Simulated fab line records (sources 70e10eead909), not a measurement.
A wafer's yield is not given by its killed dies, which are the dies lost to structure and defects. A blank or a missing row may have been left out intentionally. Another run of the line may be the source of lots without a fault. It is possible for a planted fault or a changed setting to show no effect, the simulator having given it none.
One fault through the eyes of 2 desks || flow nandHarc || only its own numbers are on each desk; what lay behind them is given at the end

THE DEFECT DESK
Per lot, the means of the sampled wafers with a number show what the inspections along the route counted. Marked OUT: a lot whose mean sits more than 4 standard deviations from the usual mean, which makes it out of limits; the brackets give that distance.
Columns: A = rawDefectCount at NHARC_A_M0_INSPECT_27, usual 445
{"lot": "L784", "first seen here": "day 18 00:17", "A": 549}
{"lot": "L787", "first seen here": "day 18 09:21", "A": 342}
{"lot": "L788", "first seen here": "day 18 17:35", "A": 314}
{"lot": "L789", "first seen here": "day 19 03:16", "A": 269}
{"lot": "L797", "first seen here": "day 21 00:38", "A": 476}
{"lot": "L796", "first seen here": "day 21 01:19", "A": 416}
{"lot": "L799", "first seen here": "day 21 23:44", "A": 414}
{"lot": "L800", "first seen here": "day 22 11:00", "A": 430}
{"lot": "L801", "first seen here": "day 22 12:12", "A": 442}
{"lot": "L802", "first seen here": "day 22 16:04", "A": 528}
{"lot": "L803", "first seen here": "day 22 22:53", "A": 552}
{"lot": "L805", "first seen here": "day 23 02:14", "A": 594}
{"lot": "L806", "first seen here": "day 23 13:19", "A": 520}
{"lot": "L807", "first seen here": "day 23 13:58", "A": 467}
This desk found nothing out of limits on any of the 14 lots.

DESK OF THE TOOL OWNER: pvdSputter-02
The tool's own readings at NHARC_A_M0_PVD_21 (deposits Cu, target thk 30 nm, time 20.49 s): means of the sampled wafers that have a number, for each lot that ran on this tool. Marked OUT: a lot whose mean sits more than 4 standard deviations from the usual mean, which makes it out of limits; the brackets give that distance.
Columns: A = cathodeDcPowerW at NHARC_A_M0_PVD_21, usual 4999.8 W; B = chamberPressurePa at NHARC_A_M0_PVD_21, usual 4.999 Pa; C = throttleValvePct at NHARC_A_M0_PVD_21, usual 30.3 %
{"lot": "L784", "first seen here": "day 17 22:58", "A": 5000.5, "B": 5.003, "C": 29.3}
{"lot": "L788", "first seen here": "day 18 16:13", "A": 5000.7, "B": 4.996, "C": 29.9}
{"lot": "L789", "first seen here": "day 19 01:50", "A": 5000.1, "B": 5.004, "C": 29.6}
{"lot": "L800", "first seen here": "day 22 09:40", "A": 5000.2, "B": 5.000, "C": 28.9}
{"lot": "L807", "first seen here": "day 23 12:38", "A": 4998.6, "B": 5.003, "C": 27.9}
This desk found nothing out of limits on any of the 5 lots.

TAKEN TOGETHER
Nothing the defect desk looked at was out of limits.
The tool owner's desk saw nothing out of limits.

WHAT THE SIMULATOR HAD PUT IN
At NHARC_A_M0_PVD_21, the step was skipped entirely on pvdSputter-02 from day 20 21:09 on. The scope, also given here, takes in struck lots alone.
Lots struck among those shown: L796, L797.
